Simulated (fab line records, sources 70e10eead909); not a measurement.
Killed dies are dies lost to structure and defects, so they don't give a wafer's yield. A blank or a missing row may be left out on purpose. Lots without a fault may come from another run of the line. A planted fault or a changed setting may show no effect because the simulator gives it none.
fab line records | flow nand_harc
record lots=6 wafers=16 last_day=23
route steps=1159 shown P_STI@88 END@1159
lots that met no fault: from a run of the same line without faults
start_h: hours from the record's first day to the start of the lot's first wafer shown | wait_h: hours since the lot's step before | " the same as in the row above | L1.1+2: a row that stands for several wafers | - no value, or no start given | * or withheld: withheld | < > ~ a bound
route shown NAME@n: a module of which the file shows steps, and the number in the route of the first | usual: mean/standard deviation of fault-free wafers | same: alike in all rows | chamber/n: place in a boat | sites: the reading at each site | _std_site: their standard deviation | _edge_site: outer sites' mean less inner sites' | radius_mm: how far each site lies from the wafer's centre | mask NAME#n: copy n | behind: the tool/chamber that last shaped the wafer | hold: why the lot was held/for how many hours/how that ended | device: the transistor (n, p or np) that didn't switch | end of line: the same wafers' tests at the end of the route | a step without rows: its recipe alone | killed: dies lost to structure and defects at the first sort, not the wafer's yield | map: a wafer's dies, x killed, . not, _ none there
set.NAME: the setting as run; set.NAME@STEP: as run at that earlier step | model.NAME: the simulator's own value behind a step, which no gauge read
lots at some steps of the route; a table a step, a row a wafer
services: from which hour (start_h, from the record's first day; less than 0 if before it) a tool's chamber was out of use, for how many hours, and why
## steps
# step NHARC_P_STI_ETCH_42
# recipe target_depth_a=800 overetch_a=240 time_s=61 ion_energy_ev=200 n2_flow_sccm=150 h2_flow_sccm=150 ar_flow_sccm=0 rf_w=400 bias_w=150 chemistry=N2/H2
# usual drypump_motor_current_A=5.5/0.52 h2_flow_sccm=150.0/0.49 oes_product_au=1.002/0.0082 rf_vpp_V=431.5/2.6 showerhead_plenum_p_Torr=2.08/0.089 throttle_valve_pct=14.170/0.0082
# columns lot.wafer tool chamber start_h wait_h drypump_motor_current_A h2_flow_sccm oes_product_au rf_hours_counter_h rf_vpp_V showerhead_plenum_p_Torr throttle_valve_pct
L918.3 rie_diel-01 0 60.44 0.1 5.6 150.8 0.986 3.3 432.7 2.14 14.180
L918.4 " 1 " " 5.2 150.0 0.995 3.4 432.2 2.12 14.175
L918.5 " 0 " " 5.6 150.2 0.983 - 433.7 2.14 14.162
L921.3 rie_diel-05 1 77.77 0.1 4.8 149.6 1.009 2.4 431.7 2.11 14.176
L921.5 " 1 " " 4.8 149.8 1.006 - 432.7 2.11 14.168
L921.6 " 2 " " 6.3 150.8 1.012 - 430.5 2.00 14.174
L925.1 rie_diel-11 0 98.81 0.1 5.0 149.7 1.004 4.6 432.8 2.18 14.172
L926.3 rie_diel-01 2 108.61 0.1 6.1 150.4 0.995 5.1 432.5 2.11 14.157
L926.1 " 3 " " 6.3 150.4 1.007 4.8 433.5 2.16 14.175
L926.4 " 0 " " 5.6 149.0 0.996 4.9 433.0 2.14 14.166
L932.4 rie_diel-11 0 143.11 0.1 5.0 150.5 1.011 7.9 433.0 2.18 14.169
L932.1 " 2 " " 5.4 150.2 0.999 5.7 426.7 1.94 14.161
L932.5 " 0 " " 5.0 150.0 1.000 - 434.8 2.18 14.174
L936.3 rie_diel-01 0 168.29 0.1 5.6 149.1 1.002 0.9 432.9 2.14 14.175
L936.1 " 3 " " 6.3 150.1 0.999 1.0 432.6 2.16 14.182
L936.6 " 1 " " 5.2 149.1 1.002 - 434.1 2.11 14.175
# step NHARC_P_STI_ETCH_31
# recipe target_depth_a=1089 time_s=54.5 cf4_flow_sccm=100 chf3_flow_sccm=30 ar_flow_sccm=0 rf_w=500 bias_w=200 chemistry=CF4/CHF3
# usual drypump_motor_current_A=5.5/0.51 oes_product_au=0.962/0.018 rf_vpp_V=371.6/2.2 showerhead_plenum_p_Torr=1.60/0.064 throttle_valve_pct=16.803/0.0088
# columns lot.wafer tool chamber start_h wait_h drypump_motor_current_A oes_product_au rf_hours_counter_h rf_vpp_V showerhead_plenum_p_Torr throttle_valve_pct
L918.3 rie_diel-01 0 - - 5.6 0.971 3.3 373.6 1.64 16.805
L918.4 " 1 " " 5.2 0.964 3.4 371.5 1.63 16.802
L918.5 " 1 " " 5.2 0.977 - 371.7 1.63 16.801
L921.3 rie_diel-05 0 - - 5.9 0.983 2.5 370.8 1.55 16.810
L921.6 " 2 " " 6.3 0.964 - 370.2 1.55 16.805
L921.5 " 3 " " 4.9 0.957 - 374.3 1.69 16.802
L925.1 rie_diel-11 3 - - 5.8 0.952 4.6 369.1 1.52 16.795
L926.4 rie_diel-01 3 - - 6.2 0.927 4.8 373.6 1.66 16.793
L926.1 " 0 " " 5.6 0.977 4.9 373.8 1.64 16.792
L926.3 " 2 " " 6.1 0.952 5.1 372.4 1.62 16.808
L932.1 rie_diel-11 1 - - 4.9 0.953 7.2 368.6 1.50 16.801
L932.4 " 3 " " 5.8 0.991 7.5 368.1 1.52 16.816
L932.5 " 0 " " 5.0 0.965 - 373.7 1.67 16.802
L936.3 rie_diel-01 0 - - 5.6 0.980 1.0 374.0 1.64 16.797
L936.1 " 2 " " 6.1 0.952 1.0 370.5 1.62 16.790
L936.6 " 1 " " 5.2 0.969 - 372.5 1.63 16.791
# step NHARC_P_STI_ETCH_15
# recipe target_depth_a=3000 taper_deg=4 time_s=100.1 hbr_flow_sccm=150 cl2_flow_sccm=50 rf_w=400 icp_w=400 bias_w=100 chemistry=HBr/Cl2
# usual drypump_motor_current_A=5.9/0.47 oes_product_au=0.998/0.011 throttle_valve_pct=26.405/0.009
# columns lot.wafer tool chamber start_h wait_h drypump_motor_current_A oes_product_au rf_hours_counter_h throttle_valve_pct
L918.4 rie_si-06 0 60.65 - 5.9 0.995 0.4 26.399
L918.3 " 1 " " 6.6 1.007 0.3 26.395
L918.5 " 3 " " 6.1 0.984 - 26.414
L921.3 rie_si-06 0 77.96 - 5.9 0.986 0.5 26.408
L921.6 " 0 " " 5.9 0.995 - 26.414
L921.5 " 1 " " 6.7 1.022 - 26.388
L925.1 rie_si-01 0 99.33 - 5.8 1.005 1.1 26.407
L926.4 rie_si-04 1 108.81 - 6.6 0.983 0.0 26.402
L926.3 " 2 " " 5.3 1.015 0.0 26.402
L926.1 " 3 " " 5.1 1.019 0.0 26.392
L932.4 rie_si-01 3 143.30 - 5.7 0.999 0.1 26.407
L932.1 " 2 " " 6.4 1.015 0.1 26.397
L932.5 " 3 " " 5.7 0.993 - 26.407
L936.3 rie_si-06 1 168.49 - 6.7 0.995 0.9 26.403
L936.1 " 0 " " 5.9 0.996 1.3 26.407
L936.6 " 1 " " 6.7 1.002 - 26.400
# step NHARC_P_STI_CD_MEAS_16
# usual cd_nm=198.9/1.8
# columns lot.wafer tool chamber start_h wait_h cd_nm
L918.3 cd_sem-03 - 60.80 - 199.7
L918.4 " - " " 201.2
L918.5 " - " " 201.7
L921.3 cd_sem-03 - 78.13 - 201.0
L921.5 " - " " 197.7
L921.6 " - " " 197.3
L925.1 cd_sem-02 - 99.46 - 197.5
L926.1 cd_sem-03 - 108.96 - 200.0
L926.3 " - " " 197.5
L926.4 " - " " 196.6
L932.1 cd_sem-01 - 143.46 - 200.2
L932.4 " - " " 197.1
L932.5 " - " " 196.2
L936.1 cd_sem-01 - 168.65 - 196.7
L936.3 " - " " 201.1
L936.6 " - " " 201.2
# step NHARC_P_STI_OCD_MEAS_17
# usual trench_depth_nm=300/4.3 trench_foot_cd_nm=157.7/1.8
# columns lot.wafer tool chamber start_h wait_h trench_depth_nm trench_foot_cd_nm
L918.3 ocd-01 - 60.89 0.1 303 155.9
L918.4 " - " " 296 159.6
L918.5 " - " " 292 160.0
L921.3 ocd-01 - 78.22 0.1 296 160.4
L921.5 " - " " 307 155.8
L921.6 " - " " 297 156.3
L925.1 ocd-01 - 99.56 0.1 302 158.1
L926.1 ocd-01 - 109.04 0.1 309 155.5
L926.3 " - " " 305 154.9
L926.4 " - " " 293 156.6
L932.1 ocd-01 - 143.57 0.1 304 157.4
L932.4 " - " " 303 158.0
L932.5 " - " " 300 156.1
L936.1 ocd-01 - 168.74 0.1 299 154.5
L936.3 " - " " 300 159.8
L936.6 " - " " 304 158.9
# step NHARC_P_STI_STRIP_19
# recipe time_s=900 temp_c=130 chemistry=SPM
# step NHARC_P_STI_PRECLEAN_32
# recipe time_s=* temp_c=50 bath_age_min=0 chemistry=SC1
# step NHARC_P_STI_SRD_23
# step NHARC_P_STI_OCD_MEAS_43
# usual trench_depth_nm=300/4.3 trench_foot_cd_nm=157.7/1.8
# columns lot.wafer tool chamber start_h wait_h trench_depth_nm trench_foot_cd_nm
L918.3 ocd-01 - 61.39 - 303 156.0
L918.4 " - " " 296 159.2
L918.5 " - " " 292 159.6
L921.3 ocd-01 - 78.72 - 297 159.8
L921.5 " - " " 306 155.3
L921.6 " - " " 296 156.9
L925.1 ocd-01 - 100.06 - 302 158.3
L926.1 ocd-01 - 109.56 - 310 155.7
L926.3 " - " " 305 155.3
L926.4 " - " " 293 157.3
L932.1 ocd-01 - 144.08 - 304 157.2
L932.4 " - " " 302 157.8
L932.5 " - " " 301 156.0
L936.1 ocd-01 - 169.25 - 298 154.6
L936.3 " - " " 300 160.4
L936.6 " - " " 303 159.4
# step NHARC_P_STI_OXIDE_33
# recipe target_thk_a=100 temp_c=1000 ox_time_s=281 material=SiO2
# step NHARC_P_STI_HDPCVD_20
# recipe target_thk_a=withheld sigma_open_frac=withheld material=SiO2
# step NHARC_P_STI_ANNEAL_34
# recipe temp_c=1000 time_s=1800
# step NHARC_P_STI_CMP_21
# recipe t_overpolish_s=20 target_thk_nm=380.67
# usual motor_current_A=11.7/1.1 overpolish_run_s=20.000/0.0085 pad_life_wafers=252/140 t_overpolish_s=20/0
# columns lot.wafer tool chamber start_h wait_h motor_current_A overpolish_run_s pad_life_wafers t_overpolish_s
L918.3 cmp-02 1 79.99 0.4 11.8 19.988 252 20
L918.4 " 0 " " 11.4 19.995 255 20
L918.5 " 2 " " 14.5 20.002 - 20
L921.3 cmp-04 0 99.31 0.4 11.7 19.998 489 20
L921.6 " 1 " " 11.6 20.002 - 20
L921.5 " 2 " " 11.5 19.997 - 20
L925.1 cmp-02 0 122.42 0.4 10.7 73.981 486 73.972
L926.4 cmp-02 3 133.16 0.4 10.1 20.017 0 20
L926.1 " 0 " " 11.7 73.968 1 73.972
L926.3 " 1 " " 11.3 19.995 2 20
L932.1 cmp-01 1 165.25 0.4 11.2 19.996 426 20
L932.4 " 0 " " 11.2 20.004 429 20
L932.5 " 2 " " 13.2 19.988 - 20
L936.1 cmp-01 3 188.07 0.4 11.7 19.998 26 20
L936.3 " 0 " " 12.2 20.007 27 20
L936.6 " 2 " " 13.0 19.998 - 20
# step NHARC_END_SORT_01
# recipe temp_c=25
# usual killed_at_array=27/9.9 killed_at_other=0.6/0.84 killed_at_periphery=3.7/2.5 killed_dies=31/9.9 killed_open=3.0/1.6 killed_short=1.9/1.2
# same gross_dies=677
# columns lot.wafer tool chamber start_h wait_h killed_at_array killed_at_other killed_at_periphery killed_dies killed_open killed_short
L918.3 prober-01 0 462.80 3.1 32 0 6 38 5 2
L918.4 prober-01 0 463.60 3.4 30 1 1 32 7 1
L918.5 prober-01 0 464.40 3.7 29 0 4 33 7 1
L925.1 prober-01 0 502.43 2.5 29 0 2 31 2 2
L921.3 prober-02 0 502.96 3.1 21 0 2 23 3 2
L921.5 prober-02 0 504.55 3.7 22 0 0 22 2 2
L921.6 prober-02 0 505.35 4.0 21 0 0 21 3 1
L926.1 prober-01 0 511.11 2.5 34 0 8 42 2 4
L926.3 prober-01 0 512.71 3.1 32 0 7 39 2 2
L926.4 prober-01 0 513.50 3.4 36 0 6 42 2 4
L932.1 prober-01 0 550.54 2.5 36 2 3 41 3 0
L932.4 prober-01 0 552.95 3.4 40 0 3 43 2 2
L932.5 prober-01 0 553.75 3.7 33 0 2 35 1 3
L936.1 prober-02 0 558.31 2.5 41 1 3 45 4 1
L936.3 prober-02 0 559.92 3.1 30 0 1 31 3 0
L936.6 prober-02 0 562.33 4.0 34 0 2 36 4 1
# killed by level:class
L918.3 A_CHANNEL_HOLE_D1:chamber_film_flake=9 A_SLIT:chamber_film_flake=9 A_CONTACT:chamber_film_flake=5 P_M0:geometric_particle:open=2 A_ONON_D1:geometric_particle:open=2 P_GATE:chamber_film_flake=2 A_STAIRCASE:chamber_film_flake=2 A_BONDPAD:chamber_film_flake=2
L918.4 A_CHANNEL_HOLE_D1:chamber_film_flake=14 A_SLIT:chamber_film_flake=7 A_CONTACT:chamber_film_flake=2 P_M0:geometric_particle:open=1 A_ONON_D1:geometric_particle:open=1 A_CHANNEL_FILL_D1:geometric_particle:short=1 A_CHANNEL_FILL_D1:geometric_particle:open=1 A_CONTACT:geometric_particle:open=1
L918.5 A_SLIT:chamber_film_flake=9 A_CHANNEL_HOLE_D1:chamber_film_flake=6 A_BLC:geometric_particle:open=3 P_GATE:chamber_film_flake=3 A_STAIRCASE:chamber_film_flake=3 A_CONTACT:geometric_particle:open=2 A_CONTACT:chamber_film_flake=2 P_M0:geometric_particle:short=1
L925.1 A_SLIT:chamber_film_flake=12 A_CHANNEL_HOLE_D1:chamber_film_flake=7 A_STAIRCASE:chamber_film_flake=5 A_CONTACT:geometric_particle:open=2 P_M0:geometric_particle:short=1 A_CHANNEL_FILL_D1:geometric_particle:short=1 P_M1:chamber_film_flake=1 A_CONTACT:chamber_film_flake=1
L921.3 A_SLIT:chamber_film_flake=12 A_CHANNEL_HOLE_D1:chamber_film_flake=3 P_CONTACT:geometric_particle:open=1 A_SOURCE_PLATE:geometric_particle:open=1 A_STAIRCASE:geometric_particle:short=1 A_WL_FILL:geometric_particle:short=1 A_WL_FILL:geometric_particle:open=1 P_GATE:chamber_film_flake=1
L921.5 A_SLIT:chamber_film_flake=13 A_CONTACT:geometric_particle:open=2 A_WL_FILL:chamber_film_flake=2 A_CHANNEL_FILL_D1:geometric_particle:short=1 A_SGD_CUT:geometric_particle:short=1 A_CHANNEL_HOLE_D1:chamber_film_flake=1 A_STAIRCASE:chamber_film_flake=1 A_CONTACT:chamber_film_flake=1
L921.6 A_SLIT:chamber_film_flake=7 A_CHANNEL_HOLE_D1:chamber_film_flake=4 A_CHANNEL_FILL_D1:chamber_film_flake=2 A_STAIRCASE:chamber_film_flake=2 A_CHANNEL_FILL_D1:geometric_particle:open=1 A_CONTACT:geometric_particle:open=1 A_BLC:geometric_particle:open=1 A_M0:geometric_particle:short=1
L926.1 A_SLIT:chamber_film_flake=19 A_CHANNEL_HOLE_D1:chamber_film_flake=8 A_STAIRCASE:chamber_film_flake=5 P_M0:geometric_particle:short=2 P_ZERO_WELL:chamber_film_flake=2 P_STI:chamber_film_flake=2 P_CONTACT:geometric_particle:short=1 P_M0:geometric_particle:open=1
L926.3 A_CHANNEL_HOLE_D1:chamber_film_flake=14 A_SLIT:chamber_film_flake=10 P_ZERO_WELL:chamber_film_flake=5 A_CONTACT:chamber_film_flake=3 A_ONON_D1:geometric_particle:open=1 A_SGD_CUT:geometric_particle:short=1 A_CONTACT:geometric_particle:open=1 A_M0:geometric_particle:short=1
L926.4 A_CHANNEL_HOLE_D1:chamber_film_flake=13 A_SLIT:chamber_film_flake=12 P_ZERO_WELL:chamber_film_flake=4 A_STAIRCASE:chamber_film_flake=3 A_CONTACT:chamber_film_flake=3 A_CHANNEL_HOLE_D1:geometric_particle:short=2 P_M0:geometric_particle:open=1 A_CHANNEL_FILL_D1:geometric_particle:open=1
L932.1 A_SLIT:chamber_film_flake=19 A_CHANNEL_HOLE_D1:chamber_film_flake=9 A_STAIRCASE:chamber_film_flake=3 A_CONTACT:chamber_film_flake=3 A_CONTACT:geometric_particle:open=2 P_STI:chamber_film_flake=2 THIN_TSV:chamber_film_flake=2 P_M1:geometric_particle:open=1
L932.4 A_SLIT:chamber_film_flake=23 A_CHANNEL_HOLE_D1:chamber_film_flake=6 A_CONTACT:chamber_film_flake=6 P_CONTACT:geometric_particle:open=1 A_SGD_CUT:geometric_particle:short=1 A_WL_FILL:geometric_particle:open=1 A_WL_FILL:geometric_particle:short=1 P_STI:chamber_film_flake=1
L932.5 A_SLIT:chamber_film_flake=17 A_CONTACT:chamber_film_flake=6 A_CHANNEL_HOLE_D1:chamber_film_flake=4 A_STAIRCASE:chamber_film_flake=2 P_M0:geometric_particle:short=1 A_CHANNEL_HOLE_D1:geometric_particle:open=1 A_SLIT:geometric_particle:short=1 A_M0:geometric_particle:short=1
L936.1 A_SLIT:chamber_film_flake=23 A_CHANNEL_HOLE_D1:chamber_film_flake=8 A_STAIRCASE:chamber_film_flake=4 P_M0:geometric_particle:open=1 A_WL_FILL:geometric_particle:short=1 A_CONTACT:geometric_particle:open=1 A_M1:geometric_particle:open=1 STARTING-WAFER:geometric_particle:open=1
L936.3 A_SLIT:chamber_film_flake=13 A_CHANNEL_HOLE_D1:chamber_film_flake=4 A_STAIRCASE:chamber_film_flake=4 A_CONTACT:chamber_film_flake=2 A_M0:chamber_film_flake=2 A_CHANNEL_HOLE_D1:geometric_particle:open=1 A_WL_FILL:geometric_particle:open=1 A_M1:geometric_particle:open=1
L936.6 A_SLIT:chamber_film_flake=18 A_CHANNEL_HOLE_D1:chamber_film_flake=6 A_M0:chamber_film_flake=3 A_CONTACT:geometric_particle:open=2 A_STAIRCASE:chamber_film_flake=2 P_M0:geometric_particle:open=1 A_WL_FILL:geometric_particle:short=1 A_M1:geometric_particle:open=1
## services
# columns tool chamber start_h hours kind
rie_diel-05 2 53.34 15.6 repair
rie_si-04 1 55.51 4.7 repair
rie_diel-05 3 60.61 2.9 repair
cmp-02 - 71.79 0.5 repair
rie_diel-11 2 76.15 14.3 repair
cmp-01 - 81.61 4.0 pm
rie_si-06 1 81.96 19.3 repair
rie_diel-11 - 83.08 0.3 repair
rie_si-01 1 84.91 2.9 repair
rie_diel-01 3 91.63 16.4 repair
rie_si-04 - 99.00 9.0 pm
rie_si-01 - 99.95 0.5 repair
rie_diel-01 1 110.15 6.1 repair
rie_diel-05 0 117.56 1.6 repair
rie_si-01 - 127.00 9.0 pm
cmp-02 - 128.50 4.0 pm
rie_diel-01 - 137.80 9.0 pm
cmp-01 - 138.73 0.3 repair
rie_diel-01 1 152.81 12.9 repair
cmp-02 - 154.54 0.5 repair
rie_diel-05 - 163.61 9.0 pm
rie_diel-11 2 172.02 2.8 repair
cmp-01 - 179.61 4.0 pm
rie_si-06 - 183.00 9.0 pm
## key
first_sign step=NHARC_P_STI_CMP_21 reading=t_overpolish_s direction=up sigmas=99+ usual=20 struck=73.972
effect step=NHARC_P_STI_CMP_21 reading=overpolish_run_s direction=up sigmas=99+ usual=20.000 struck=73.975
met_at NHARC_P_STI_CMP_21
struck_wafers L925.1,L926.1
tester_left_out L925,L926
onset_between 79.99 122.42
fault kind=process_parameter_drift tool=cmp-02 chamber=0 onset_h=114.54 steps=NHARC_P_STI_CMP_21 channel=t_overpolish_s offset=53.972 shape=step end_h=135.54 acts_in=these_recipes_only stated=20
# tester_left_out: of these lots the tester's yield and bins aren't shown, on N5 and GAA mostly nor the transistor test; their killed dies are dies lost to structure and defects alone, not to doping, threshold or leakage, so they don't give the yield
